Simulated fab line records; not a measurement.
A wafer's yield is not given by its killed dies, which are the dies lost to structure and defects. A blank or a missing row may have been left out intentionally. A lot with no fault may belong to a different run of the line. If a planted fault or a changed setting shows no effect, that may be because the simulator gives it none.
Split-lot study :: flow n5Finfet :: 21 wafers read from 7 lots, route of 1938 steps

SPLIT DETAILS
At N5_BEOL_M5_EXPOSE_08 (exposes mask M5, target cd 28 nm), the setting doseMj was moved away from the recipe's 35.75 on 9 of the 21 wafers read, by -7.5% to +7.3%. All remaining wafers had this setting at the recipe value.

FROM THE SPLIT TO THE READING: what the file shows between them, 2 steps
- N5_BEOL_M5_PEB_09: peb time 60 s
- N5_BEOL_M5_DEVELOP_10: develop time 30 s

THE READING
Shown in nm: cdNm at N5_BEOL_M5_CD_MEAS_11, with target cd 27.74 nm. Fault-free wafers of this fab line usually give 27.91 nm, standard deviation 0.24 nm.

wafer: L076.2
tool, chamber at the split: euvScanner-01, 0
doseMj as run: 37.93
against the recipe: +6.1%
cdNm, nm: 29.79
against lot-mates on the recipe: +1.69

wafer: L076.3
tool, chamber at the split: euvScanner-01, 0
doseMj as run: 35.75
against the recipe: recipe
cdNm, nm: 28.10
against lot-mates on the recipe: -

wafer: L076.4
tool, chamber at the split: euvScanner-01, 0
doseMj as run: 37.93
against the recipe: +6.1%
cdNm, nm: 29.27
against lot-mates on the recipe: +1.17

wafer: L079.1
tool, chamber at the split: euvScanner-01, 0
doseMj as run: 34.79
against the recipe: -2.7%
cdNm, nm: 27.13
against lot-mates on the recipe: -1.02

wafer: L079.3
tool, chamber at the split: euvScanner-01, 0
doseMj as run: 35.75
against the recipe: recipe
cdNm, nm: 28.15
against lot-mates on the recipe: -

wafer: L079.5
tool, chamber at the split: euvScanner-01, 0
doseMj as run: 34.79
against the recipe: -2.7%
cdNm, nm: 27.52
against lot-mates on the recipe: -0.63

wafer: L078.1
tool, chamber at the split: euvScanner-02, 0
doseMj as run: 35.75
against the recipe: recipe
cdNm, nm: 28.41
against lot-mates on the recipe: -

wafer: L078.2
tool, chamber at the split: euvScanner-02, 0
doseMj as run: 35.75
against the recipe: recipe
cdNm, nm: 27.68
against lot-mates on the recipe: -

wafer: L078.5
tool, chamber at the split: euvScanner-02, 0
doseMj as run: 35.75
against the recipe: recipe
cdNm, nm: 27.69
against lot-mates on the recipe: -

wafer: L080.3
tool, chamber at the split: euvScanner-02, 0
doseMj as run: 38.37
against the recipe: +7.3%
cdNm, nm: 29.98
against lot-mates on the recipe: no lot-mate on the recipe

wafer: L080.5
tool, chamber at the split: euvScanner-02, 0
doseMj as run: 38.37
against the recipe: +7.3%
cdNm, nm: 29.60
against lot-mates on the recipe: no lot-mate on the recipe

wafer: L080.6
tool, chamber at the split: euvScanner-02, 0
doseMj as run: 38.37
against the recipe: +7.3%
cdNm, nm: 29.13
against lot-mates on the recipe: no lot-mate on the recipe

wafer: L085.2
tool, chamber at the split: euvScanner-02, 0
doseMj as run: 35.75
against the recipe: recipe
cdNm, nm: 28.21
against lot-mates on the recipe: -

wafer: L085.4
tool, chamber at the split: euvScanner-02, 0
doseMj as run: 35.75
against the recipe: recipe
cdNm, nm: 28.02
against lot-mates on the recipe: -

wafer: L085.5
tool, chamber at the split: euvScanner-02, 0
doseMj as run: 36.46
against the recipe: +2.0%
cdNm, nm: 28.37
against lot-mates on the recipe: +0.25

wafer: L087.1
tool, chamber at the split: euvScanner-01, 0
doseMj as run: 35.75
against the recipe: recipe
cdNm, nm: 27.78
against lot-mates on the recipe: -

wafer: L087.2
tool, chamber at the split: euvScanner-01, 0
doseMj as run: 35.75
against the recipe: recipe
cdNm, nm: 27.87
against lot-mates on the recipe: -

wafer: L087.6
tool, chamber at the split: euvScanner-01, 0
doseMj as run: 33.07
against the recipe: -7.5%
cdNm, nm: 25.77
against lot-mates on the recipe: -2.06

wafer: L091.1
tool, chamber at the split: euvScanner-02, 0
doseMj as run: 35.75
against the recipe: recipe
cdNm, nm: 28.17
against lot-mates on the recipe: -

wafer: L091.2
tool, chamber at the split: euvScanner-02, 0
doseMj as run: 35.75
against the recipe: recipe
cdNm, nm: 27.67
against lot-mates on the recipe: -

wafer: L091.4
tool, chamber at the split: euvScanner-02, 0
doseMj as run: 35.75
against the recipe: recipe
cdNm, nm: 27.69
against lot-mates on the recipe: -

THE FIT
A straight line over all 21 wafers: cdNm changes by +0.246 nm for each +1% of doseMj; r = +0.96; the points scatter about the line by 0.28 nm.
The same after taking each lot's own level away (the mean of its wafers on the recipe; 18 wafers): +0.254 nm for each +1%; r = +0.96; scatter 0.23 nm.
On that fit, the largest move of doseMj shifts the reading by 1.9 nm.
The lots' own levels span 27.825 to 28.150 nm, that is 1.4 times the standard deviation above.
The two slopes agree, so the slope changes little with the lot-to-lot level.
Check: with one of the wafers moved furthest among these (-7.5%) left out of the fit, the line predicts -1.88 nm for it against its lot-mates. Against them it came out at -2.06 nm.

THE OTHER SPLITS THESE WAFERS WENT THROUGH
Note: prior to the reading, these wafers also went through further splits. Each is held against what the fit with the lots' levels taken away leaves over:
other split on the same wafers: N5_BEOL_M1_ILD_DEP_00 timeS
wafers away from the commonest value: 8
r with cdNm (lot level and that fit taken away): -0.22

other split on the same wafers: N5_BEOL_M1_HM_DEP_02 targetThkA
wafers away from the commonest value: 3
r with cdNm (lot level and that fit taken away): +0.05

other split on the same wafers: N5_BEOL_M1_ALD_98 aldCycles
wafers away from the commonest value: 11
r with cdNm (lot level and that fit taken away): -0.06

other split on the same wafers: N5_BEOL_M1_TRENCH_ETCH_37 biasW
wafers away from the commonest value: 3
r with cdNm (lot level and that fit taken away): +0.01

THE WHOLE CHAIN: every reading that the file lists as answering this split, in the file's order
step: N5_BEOL_M5_CD_MEAS_11
what it does: target cd 27.74 nm
reading: cdNm
change (the file's fit): +0.257 nm for each +1% of the setting
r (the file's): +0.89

step: N5_BEOL_M5_DESCUM_16
what it does: chemistry O2, time 7 s
reading: BEOL_M5.cdNm (the simulator's own value, which no gauge read)
change (the file's fit): +0.232 nm for each +1% of the setting
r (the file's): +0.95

THE FILE'S OWN FIT
cdNm changes by +0.257 nm for each +1% of doseMj, r = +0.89.
